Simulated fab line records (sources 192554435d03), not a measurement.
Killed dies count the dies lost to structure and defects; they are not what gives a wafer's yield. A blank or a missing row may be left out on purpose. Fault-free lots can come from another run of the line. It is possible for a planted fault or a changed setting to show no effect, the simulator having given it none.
Matching of chambers -- flow n5Finfet -- N5_PASSIVATION_PECVD_01 on pecvd-03: 3 sister chambers
The step deposits SiNx from SiH4/NH3/N2, target thk 200 nm, time 43.2 s. 18 wafers are shown with their chamber, then 9 later ones without.

## WAFERS WITH THEIR CHAMBER
wafer,chamber,showerheadPlenumPTorr (Torr),throttleValvePct (%),heaterPowerW (W)
L077.1,2,8.82,28.3,372
L077.2,1,8.74,28.3,397
L077.4,1,8.71,28.5,251
L081.2,1,8.72,28.1,355
L081.3,2,8.82,28.3,305
L081.5,2,8.82,28.3,314
L080.3,2,8.82,28.8,412
L080.4,1,8.73,28.2,325
L080.5,2,8.78,28.5,437
L084.2,2,8.84,28.7,379
L084.3,0,8.77,27.9,485
L084.6,2,8.83,28.8,384
L086.1,2,8.81,28.8,325
L086.3,1,8.73,28.2,382
L086.5,1,8.72,28.3,395
L090.2,2,8.83,28.7,375
L090.3,2,8.84,28.7,386
L090.5,2,8.83,28.8,388

SIGNATURES, as means of the wafers listed above
reading,chamber 0,chamber 1,chamber 2,scatter within a chamber
showerheadPlenumPTorr,8.7700,8.7250,8.8218,0.0149
throttleValvePct,27.900,28.267,28.609,0.194
heaterPowerW,485.00,350.83,370.64,46.4
Rule: for a wafer and a chamber, the distance is found by dividing, reading by reading, the gap between the wafer's reading and the chamber's mean by the reading's scatter, squaring, summing and taking the root. If the next closest chamber is less than 2 further off than the closest, the wafer can't be placed; otherwise it belongs to the closest. The scatter: take each reading less its chamber's mean, square it, sum over the shown wafers, divide by the number of wafers less the number of chambers, and take the root.

## WAFERS MISSING THEIR CHAMBER
wafer,showerheadPlenumPTorr (Torr),throttleValvePct (%),heaterPowerW (W)
L094.1,8.84,28.8,420
L094.5,8.72,28.2,283
L094.6,8.82,28.6,435
L097.3,8.82,29.0,396
L097.5,8.74,28.3,371
L097.6,8.81,28.2,552
L096.2,8.72,28.4,400
L096.4,8.79,28.1,427
L096.6,8.82,29.0,427

## THE CHAMBER EACH PASSED THROUGH
wafer,from the rows above,in truth
L094.1,2,2
L094.5,1,1
L094.6,2,2
L097.3,2,2
L097.5,1,1
L097.6,can't be placed: 0 or 2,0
L096.2,1,1
L096.4,can't be placed: 0 or 2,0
L096.6,2,2
Correct placement for 7 of the 9. Can't be placed from these rows: 2 (the true chamber is among the candidates in 2). Number placed wrongly: 0.
